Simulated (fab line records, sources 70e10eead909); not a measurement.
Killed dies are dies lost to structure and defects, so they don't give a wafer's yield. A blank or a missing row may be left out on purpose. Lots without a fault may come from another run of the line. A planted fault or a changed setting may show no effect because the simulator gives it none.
Which tool did it? | flow nand_harc | 13 lots, 39 wafers sampled, at 5 steps of a route of 1302

WHAT THE GAUGES READ, wafer by wafer
NHARC_THIN_TSV_CD_MEAS_16. Usual: cd_nm 1000.6 nm, standard deviation 3.
lot  | measured     | on        | cd_nm (nm)           | flag
L562 | day 24 04:02 | cd_sem-02 | 1001.8 999.1 998.1   |
L560 | day 24 02:50 | cd_sem-01 | 1005.1 1005.4 1007.9 |
L561 | day 24 07:02 | cd_sem-03 | 997.6 1002.3 1002.1  |
L565 | day 25 13:41 | cd_sem-03 | 1000.7 998.8 994.5   |
L564 | day 25 18:38 | cd_sem-03 | 998.4 995.2 998.7    |
L566 | day 26 11:52 | cd_sem-03 | 999.3 998.9 998.7    |
L567 | day 27 09:08 | cd_sem-01 | 999.7 1003.7 1004.6  |
L569 | day 27 16:14 | cd_sem-01 | 1001.7 1002.1 998.7  |
L568 | day 27 17:27 | cd_sem-02 | 1000.3 1000.1 1003.1 |
L570 | day 27 18:49 | cd_sem-03 | 1000.3 999.3 1001.8  |
L572 | day 28 07:14 | cd_sem-02 | 999.1 1001.1 998.2   |
L575 | day 29 09:57 | cd_sem-03 | 1002.4 1005.5 998.6  |
L578 | day 31 03:50 | cd_sem-01 | 997.1 1002.8 998.5   |

NHARC_END_SORT_01. Usual: killed_at_array 52, standard deviation 19; killed_at_other 0.9, standard deviation 1.3; killed_at_periphery 4, standard deviation 3.1; killed_dies 57, standard deviation 18; killed_open 3.2, standard deviation 1.7; killed_short 2.3, standard deviation 1.4.
lot  | measured     | on        | killed_at_array | killed_at_other | killed_at_periphery | killed_dies | killed_open | killed_short | flag
L561 | day 25 00:32 | prober-01 | 64 52 82        | 1 0 1           | 6 8 5               | 71 60 88    | 4 2 1       | 2 2 2        |
L565 | day 26 05:19 | prober-02 | 41 37 41        | 1 0 0           | 1 2 2               | 43 39 43    | 4 5 9       | 1 2 0        |
L567 | day 27 23:11 | prober-02 | 60 55 57        | 5 4 3           | 2 4 2               | 67 63 62    | 1 3 5       | 3 2 2        |
L569 | day 28 07:06 | prober-01 | 44 45           | 0 1             | 3 2                 | 47 48       | 2 3         | 3 5          |
L570 | day 28 06:58 | prober-02 | 64 55 61        | 0 0 3           | 0 1 3               | 64 56 67    | 3 1 3       | 3 1 0        |
L578 | day 31 19:00 | prober-02 | 57 113 44       | 0 0 0           | 2 0 2               | 59 113 46   | 2 4 3       | 2 2 2        |

WHICH TOOL RAN EACH LOT (tool, then ch and the chambers of the sampled wafers, then the start)
lot  | NHARC_A_CONTACT_STRIP_108          | NHARC_THIN_TSV_DEP_43           | NHARC_THIN_TSV_ETCH_15
L562 | rie_diel-08 ch 1,2,3, day 22 18:15 | pecvd-04 ch 0,1,2, day 24 02:10 | rie_si-04 ch 0,1, day 24 03:53
L560 | rie_diel-09 ch 0,1,3, day 22 19:25 | pecvd-04 ch 0,1,2, day 24 01:06 | rie_si-06 ch 0,2,3, day 24 02:43
L561 | rie_diel-08 ch 1,2,3, day 22 21:26 | pecvd-04 ch 0,1,2, day 24 05:18 | rie_si-06 ch 0,1,2, day 24 06:54
L565 | rie_diel-09 ch 1,2,3, day 24 07:50 | pecvd-03 ch 0,1, day 25 12:06   | rie_si-06 ch 0,1,3, day 25 13:34
L564 | rie_diel-13 ch 0,2, day 24 09:50   | pecvd-03 ch 1,2, day 25 16:59   | rie_si-01 ch 0,2,3, day 25 18:31
L566 | rie_diel-09 ch 0,1,3, day 25 01:59 | pecvd-02 ch 0,1,2, day 26 09:55 | rie_si-01 ch 0,2,3, day 26 11:43
L567 | rie_diel-13 ch 1,2,3, day 26 01:16 | pecvd-03 ch 0,1, day 27 07:27   | rie_si-04 ch 0,1,3, day 27 08:59
L569 | rie_diel-13 ch 0,1,2, day 26 08:39 | pecvd-02 ch 0,2, day 27 14:40   | rie_si-01 ch 1,2, day 27 16:05
L568 | rie_diel-09 ch 0,2,3, day 26 09:06 | pecvd-02 ch 0,2, day 27 15:49   | rie_si-06 ch 0,1,3, day 27 17:20
L570 | rie_diel-08 ch 1,2,3, day 26 09:35 | pecvd-03 ch 0,1, day 27 17:00   | rie_si-01 ch 0,1,2, day 27 18:40
L572 | rie_diel-09 ch 0,1,3, day 27 00:07 | pecvd-02 ch 0,1,2, day 28 04:58 | rie_si-01 ch 1,2,3, day 28 07:05
L575 | rie_diel-09 ch 1,2, day 28 02:47   | pecvd-04 ch 0,2, day 29 08:20   | rie_si-04 ch 0,1,2, day 29 09:49
L578 | rie_diel-08 ch 0,3, day 29 19:41   | pecvd-03 ch 0,2, day 31 02:02   | rie_si-01 ch 0,1, day 31 03:41
- NHARC_A_CONTACT_STRIP_108: strips in CF4/CHF3.
- NHARC_THIN_TSV_DEP_43: deposits SiO2, target thk 1328.5 nm.
- NHARC_THIN_TSV_ETCH_15: target depth 3000 nm, bosch target overetch cycles 2, bosch etch step 2.8 s.

WHAT THE TOOLS THEMSELVES READ (means of the sampled wafers that have a number; where no wafer has one, the mark that the record gives instead)
NHARC_THIN_TSV_DEP_43. Usual: throttle_valve_pct 15.9 %, standard deviation 0.52.
lot  | tool     | throttle_valve_pct (%) | flag
L562 | pecvd-04 | 16.0                   |
L560 | pecvd-04 | 15.8                   |
L561 | pecvd-04 | 15.9                   |
L565 | pecvd-03 | 16.4                   |
L564 | pecvd-03 | 15.4                   |
L566 | pecvd-02 | 16.1                   |
L567 | pecvd-03 | 16.1                   |
L569 | pecvd-02 | 15.6                   |
L568 | pecvd-02 | 16.1                   |
L570 | pecvd-03 | 15.9                   |
L572 | pecvd-02 | 16.1                   |
L575 | pecvd-04 | 15.4                   |
L578 | pecvd-03 | 16.4                   |

NHARC_THIN_TSV_ETCH_15. Usual: drypump_motor_current_A 5.9 A, standard deviation 0.48.
lot  | tool      | drypump_motor_current_A (A) | flag
L562 | rie_si-04 | 6.2                         |
L560 | rie_si-06 | 5.7                         |
L561 | rie_si-06 | 5.8                         |
L565 | rie_si-06 | 5.8                         |
L564 | rie_si-01 | 6.3                         |
L566 | rie_si-01 | 6.3                         |
L567 | rie_si-04 | 5.8                         |
L569 | rie_si-01 | 6.4                         |
L568 | rie_si-06 | 5.8                         |
L570 | rie_si-01 | 6.2                         |
L572 | rie_si-01 | 6.3                         |
L575 | rie_si-04 | 6.2                         |
L578 | rie_si-01 | 6.0                         |

THE ANSWER, worked out from the rows above alone
Rule: a lot is off if the mean of its wafers that have a number lies more than 3 standard deviations from the usual mean. A lot without any number at a reading at which 4 lots or more have one is off too. The other lots that the step has rows for count as sound. The gauges are gone through in route order, then the tools' own readings, and for those a lot's mean is taken as printed above. The first step at which some lot is off is used, and at that step the reading that is off furthest; a lot without a number counts as furthest.
No lot is off at any reading shown: from this, nothing can be told.

WHAT THE SIMULATOR HAD PUT IN
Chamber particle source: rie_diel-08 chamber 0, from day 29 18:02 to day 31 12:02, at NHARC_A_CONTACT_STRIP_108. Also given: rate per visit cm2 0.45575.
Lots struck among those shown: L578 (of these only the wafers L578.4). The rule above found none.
